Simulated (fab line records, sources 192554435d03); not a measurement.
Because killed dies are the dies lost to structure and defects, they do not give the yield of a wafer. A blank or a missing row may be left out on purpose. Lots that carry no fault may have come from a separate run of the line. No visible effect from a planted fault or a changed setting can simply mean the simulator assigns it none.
Chamber matching    flow n5Finfet    N5_BEOL_M10_ETCH_65 on rieDiel-01: 4 sister chambers
The step etches SiARC in CF4, target depth 39 nm, time 65 s. 16 wafers are shown with their chamber, then 8 later ones without.

WAFERS WITH THEIR CHAMBER
wafer   chamber  etchRfOnTimeS (s)  showerheadPlenumPTorr (Torr)  throttleValvePct (%)
L077.1  0        68.7               2.20                          16.05
L077.2  3        65.5               2.04                          15.83
L077.5  1        65.5               2.10                          15.73
L075.1  1        66.0               2.10                          15.73
L075.3  0        69.2               2.20                          16.04
L075.5  0        69.6               2.20                          16.08
L079.1  2        63.3               2.11                          15.47
L079.2  0        67.6               2.20                          16.06
L079.6  2        63.4               2.11                          15.45
L087.1  2        64.8               2.10                          15.50
L087.2  3        64.4               2.29                          15.40
L087.3  1        65.1               2.08                          15.82
L090.1  3        64.5               2.29                          15.41
L090.3  0        66.0               2.19                          15.61
L090.5  2        65.5               2.10                          15.52
L092.1  0        65.9               2.19                          15.60

SIGNATURES (averages over the wafers above)
reading                chamber 0  chamber 1  chamber 2  chamber 3  scatter within a chamber
etchRfOnTimeS          67.833     65.533     64.250     64.800     1.21
showerheadPlenumPTorr  2.1967     2.0933     2.1050     2.2067     0.0593
throttleValvePct       15.9067    15.7600    15.4850    15.5467    0.183
Rule: for a wafer and a chamber, the distance is found by dividing, reading by reading, the gap between the wafer's reading and the chamber's mean by the reading's scatter, squaring, summing and taking the root. If the next closest chamber is less than 2 further off than the closest, the wafer can't be placed; otherwise it belongs to the closest. How the scatter is found: for the shown wafers, subtract from each reading the mean of its chamber, square and add these, divide the total by (wafers less chambers), then take the root.

WAFERS WHOSE CHAMBER IS MISSING
wafer   etchRfOnTimeS (s)  showerheadPlenumPTorr (Torr)  throttleValvePct (%)
L092.3  65.0               2.10                          15.53
L092.6  66.3               2.19                          15.60
L091.1  65.3               2.10                          15.53
L091.4  65.6               2.19                          15.62
L091.6  64.1               2.29                          15.41
L095.1  66.2               2.19                          15.64
L095.4  64.8               2.08                          15.87
L095.5  65.7               2.19                          15.64

THE CHAMBER EACH PASSED THROUGH
wafer   from the rows above                in truth
L092.3  can't be placed: 2 or 1 or 3       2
L092.6  can't be placed: 3 or 1 or 0 or 2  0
L091.1  can't be placed: 2 or 1 or 3       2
L091.4  can't be placed: 3 or 1 or 2 or 0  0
L091.6  can't be placed: 3 or 2            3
L095.1  can't be placed: 3 or 1 or 0 or 2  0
L095.4  can't be placed: 1 or 2 or 3       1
L095.5  can't be placed: 3 or 1 or 2 or 0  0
0 of 8 placed correctly. Cannot be placed on the basis of these rows: 8; the candidates contain the true chamber in 8. 0 placed wrongly.
